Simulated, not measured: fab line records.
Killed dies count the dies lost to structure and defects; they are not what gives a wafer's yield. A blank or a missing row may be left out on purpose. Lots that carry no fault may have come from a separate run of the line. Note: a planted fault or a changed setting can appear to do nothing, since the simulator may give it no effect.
Code-filled problem report in 8D (eight disciplines) form :: flow nandHarc :: the parts of the form that need people (team, actions taken, sign-off) are left out

1. THE ISSUE
At NHARC_A_STAIRCASE_TRIM_231, oesProductAu averages 1.224 a.u. over 3 wafers from 2 lots, while fault-free wafers read 1.005 a.u., standard deviation 0.013. Measured from the usual mean, that is +17 standard deviations.
The step: chemistry O2, time 211.2 s.
Earliest sighting: wafer L857.3 on rieDiel-03 at day 14 02:32. At this step, 33 wafers from 11 lots have a number in the record. The rule behind "out" and "out of limits": a value lying over 4 standard deviations away from the usual mean. All remaining wafers that have a number are taken as sound.

2. WHAT THIS IS AND IS NOT
question: which readings at this step
is: oesProductAu
is not: drypumpMotorCurrentA, rfVppV, showerheadPlenumPTorr, throttleValvePct

question: which lots
is: L854, L857
is not: L845, L847, L848, L849, L860, L862, L864, L865, L868

question: which wafers of those lots
is: L854.4, L854.6, L857.3
is not: L854.5, L857.2, L857.5

question: read on which tools
is: rieDiel-03
is not: rieDiel-02, rieDiel-12

question: when
is: from day 14 02:32
is not: up to then (14 sound wafers); but 16 sound wafers of L854, L860, L862, L864, L865, L868 came after

3. WHAT RULES OUT EACH SUSPECT
Counting: if a tool at a process step up to the reading ran every lot that is out, it stays a suspect. Sound lots after the first of them don't rule it out here, since some wafers of a struck lot are sound.
- rieDiel-03 at NHARC_A_STAIRCASE_TRIM_231 (chemistry O2, time 211.2 s): kept. Every lot that is out went through it, the first being L857 (day 14 02:32); the last sound lot it ran before that was L849 (day 12 03:28). On those wafers its own readings are out: oesProductAu.
The count leaves rieDiel-03 at NHARC_A_STAIRCASE_TRIM_231.

4. THE CAUSE (what the simulator had put in)
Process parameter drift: rieDiel-03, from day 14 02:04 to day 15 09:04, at NHARC_A_STAIRCASE_TRIM_231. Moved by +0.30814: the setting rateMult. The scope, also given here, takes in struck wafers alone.
The count eliminated every tool but this one.

5. SEQUENCE OF EFFECTS, ordered by route
Each row: a reading whose mean over the struck wafers that have a number lies more than 3 standard deviations from the usual. Scope: only readings with a usual standard deviation given in the record; hours: median across lots of the time from each lot's start at the first step in this table that gives one to its start at this step; sigmas: change in usual standard deviations.
hours: 0
step: NHARC_A_STAIRCASE_TRIM_231
reading: oesProductAu
usual: 1.005 a.u.
on struck wafers: 1.224
change: +0.219
sigmas: +17
Its process steps:
- NHARC_A_STAIRCASE_TRIM_231: chemistry O2, time 211.2 s.
At these later measuring or inspecting steps, every struck wafer for which the step has a row has a number for every such reading, and none has moved that far: NHARC_END_SORT_01.

6. HOW IT WOULD HAVE BEEN CAUGHT EARLIER
In this record the first reading out of limits was taken at day 14 02:32, 0 hours after the fault began at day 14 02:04.
